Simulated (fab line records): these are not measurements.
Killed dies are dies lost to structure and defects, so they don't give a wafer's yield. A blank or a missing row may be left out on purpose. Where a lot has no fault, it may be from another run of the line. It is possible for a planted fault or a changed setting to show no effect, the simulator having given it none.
Split-lot trial    flow n5Finfet    39 wafers read across 7 lots, on a route 1938 steps long

ABOUT THE SPLIT
At N5_WELL_APT_IMPLANT_15, the setting energyKev was moved away from the recipe's 25 on 12 of the 39 wafers read, by -11.2% to +8.2%. For the rest of the wafers, this setting stayed at what the recipe calls for.

The reading is taken at the split's own step.

THE READING
implant.drpNm (the simulator's own value, which no gauge read), in nm, at N5_WELL_APT_IMPLANT_15. The file gives no usual value for it.

wafer   tool, chamber at the split  energyKev as run  against the recipe  implant.drpNm, nm  against lot-mates on the recipe
L074.1  implanter-01, 0             25                recipe              8.457              -
L074.2  implanter-01, 0             25                recipe              8.457              -
L074.3  implanter-01, 0             25                recipe              8.457              -
L074.4  implanter-01, 0             25                recipe              8.457              -
L074.5  implanter-01, 0             25                recipe              8.457              -
L074.6  implanter-01, 0             25                recipe              8.457              -
L076.1  implanter-01, 0             22.21             -11.2%              7.781              -0.676
L076.5  implanter-01, 0             22.21             -11.2%              7.781              -0.676
L076.6  implanter-01, 0             22.21             -11.2%              7.781              -0.676
L076.2  implanter-01, 0             25                recipe              8.457              -
L076.3  implanter-01, 0             25                recipe              8.457              -
L076.4  implanter-01, 0             25                recipe              8.457              -
L078.1  implanter-02, 0             25                recipe              8.457              -
L078.2  implanter-02, 0             25                recipe              8.457              -
L078.3  implanter-02, 0             25                recipe              8.457              -
L078.4  implanter-02, 0             25                recipe              8.457              -
L078.5  implanter-02, 0             25                recipe              8.457              -
L078.6  implanter-02, 0             25                recipe              8.457              -
L080.1  implanter-02, 0             25                recipe              8.457              -
L080.4  implanter-02, 0             25                recipe              8.457              -
L080.5  implanter-02, 0             25                recipe              8.457              -
L080.2  implanter-02, 0             27.04             +8.2%               8.944              +0.487
L080.3  implanter-02, 0             27.04             +8.2%               8.944              +0.487
L080.6  implanter-02, 0             27.04             +8.2%               8.944              +0.487
L083.1  implanter-01, 0             25                recipe              8.457              -
L083.2  implanter-01, 0             25                recipe              8.457              -
L083.3  implanter-01, 0             25                recipe              8.457              -
L084.1  implanter-02, 0             26.33             +5.3%               8.775              +0.318
L084.2  implanter-02, 0             26.33             +5.3%               8.775              +0.318
L084.6  implanter-02, 0             26.33             +5.3%               8.775              +0.318
L084.3  implanter-02, 0             25                recipe              8.457              -
L084.4  implanter-02, 0             25                recipe              8.457              -
L084.5  implanter-02, 0             25                recipe              8.457              -
L092.1  implanter-02, 0             25                recipe              8.457              -
L092.2  implanter-02, 0             25                recipe              8.457              -
L092.6  implanter-02, 0             25                recipe              8.457              -
L092.3  implanter-02, 0             23.57             -5.7%               8.113              -0.344
L092.4  implanter-02, 0             23.57             -5.7%               8.113              -0.344
L092.5  implanter-02, 0             23.57             -5.7%               8.113              -0.344

THE FIT
A straight line over all 39 wafers: implant.drpNm changes by +0.0602 nm for each +1% of energyKev; r = +1.00; the points scatter about the line by 0.0016 nm.
The same after taking each lot's own level away (the mean of its wafers on the recipe; 39 wafers): +0.0602 nm for each +1%; r = +1.00; scatter 0.0016 nm.
The reading moves by 0.67 nm for the largest change in energyKev, on that fit.
The lots' own levels span 8.4570 to 8.4570 nm.
The two slopes are in agreement: the lot-to-lot level therefore moves the slope only a little.
Check: -0.672 nm against its lot-mates is what the line predicts for one of the wafers moved furthest among these (-11.2%) when that wafer is left out of the fit. It came out at -0.676 nm against them.

THE WHOLE CHAIN: every reading that the file lists as answering this split, in the file's order
step                    what it does  reading                                                         change (the file's fit)                 r (the file's)
N5_WELL_APT_IMPLANT_15                implant.rpNm (the simulator's own value, which no gauge read)   +0.141 nm for each +1% of the setting   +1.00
N5_WELL_APT_IMPLANT_15                implant.drpNm (the simulator's own value, which no gauge read)  +0.0602 nm for each +1% of the setting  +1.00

FILE'S OWN FIT
implant.drpNm changes by +0.0602 nm for each +1% of energyKev, r = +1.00.
